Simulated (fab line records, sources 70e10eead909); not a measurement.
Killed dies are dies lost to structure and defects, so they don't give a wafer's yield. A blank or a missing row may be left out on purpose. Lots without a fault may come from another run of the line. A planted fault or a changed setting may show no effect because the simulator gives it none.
Which tool did it? | flow nand_harc | 6 lots, 18 wafers sampled, at 4 steps of a route of 1302

WHAT THE GAUGES READ, wafer by wafer
NHARC_P_CONTACT_CD_MEAS_12: target cd 90 nm.
lot  | measured     | on        | cd_nm (nm)
L308 | day 6 09:53  | cd_sem-03 | 90.5 91.7 90.5
L310 | day 7 02:08  | cd_sem-02 | 89.9 90.4 91.4
L312 | day 7 23:25  | cd_sem-02 | 89.6 90.9 89.9
L316 | day 9 16:46  | cd_sem-01 | 90.2 89.6 90.6
L319 | day 10 19:28 | cd_sem-03 | 89.7 90.6 90.2
L329 | day 15 04:22 | cd_sem-03 | 91.5 90.2 90.9

WHICH TOOL RAN EACH LOT (tool, then ch and the chambers of the sampled wafers, then the start)
lot  | NHARC_P_GATE_STRIP_113               | NHARC_P_GATE_STRIP_95                | NHARC_P_CONTACT_EXPOSE_09
L308 | plasma_asher-01 ch 0,1, day 6 05:44  | plasma_asher-01 ch 0,1, day 6 06:27  | arfi_scanner-02 ch 0, day 6 09:45
L310 | plasma_asher-01 ch 0,1, day 6 21:53  | plasma_asher-01 ch 0,1, day 6 22:37  | arfi_scanner-02 ch 0, day 7 02:00
L312 | plasma_asher-01 ch 0,1, day 7 19:20  | plasma_asher-01 ch 0,1, day 7 19:51  | arfi_scanner-03 ch 0, day 7 23:16
L316 | plasma_asher-02 ch 0, day 9 12:43    | plasma_asher-02 ch 0, day 9 13:20    | arfi_scanner-03 ch 0, day 9 16:38
L319 | plasma_asher-02 ch 0,1, day 10 15:12 | plasma_asher-02 ch 0,1, day 10 15:55 | arfi_scanner-02 ch 0, day 10 19:19
L329 | plasma_asher-01 ch 0,1, day 15 00:12 | plasma_asher-01 ch 0,1, day 15 00:55 | arfi_scanner-03 ch 0, day 15 04:13
- NHARC_P_GATE_STRIP_113: strips in N2/H2, time 740 s.
- NHARC_P_GATE_STRIP_95: strips in O2.
- NHARC_P_CONTACT_EXPOSE_09: exposes mask P CA, target cd 90 nm.

THE ANSWER, worked out from the rows above alone
Rule: what is usual is taken from the lots themselves. Put in order of their means at a reading, lots are off if they are a third of the lots or fewer, leave a main group of 4 or more, and stand apart from it by a gap of 3 or more times the standard deviation of the main group's means; of several such gaps the widest counts. A main group whose means are all the same, to the digits that the tables above print for the reading, isn't used. A lot without any number at a reading at which 4 lots or more have one is off too. The other lots that the step has rows for count as sound.
No lot is off at any reading shown: from this, nothing can be told.

WHAT THE SIMULATOR HAD PUT IN
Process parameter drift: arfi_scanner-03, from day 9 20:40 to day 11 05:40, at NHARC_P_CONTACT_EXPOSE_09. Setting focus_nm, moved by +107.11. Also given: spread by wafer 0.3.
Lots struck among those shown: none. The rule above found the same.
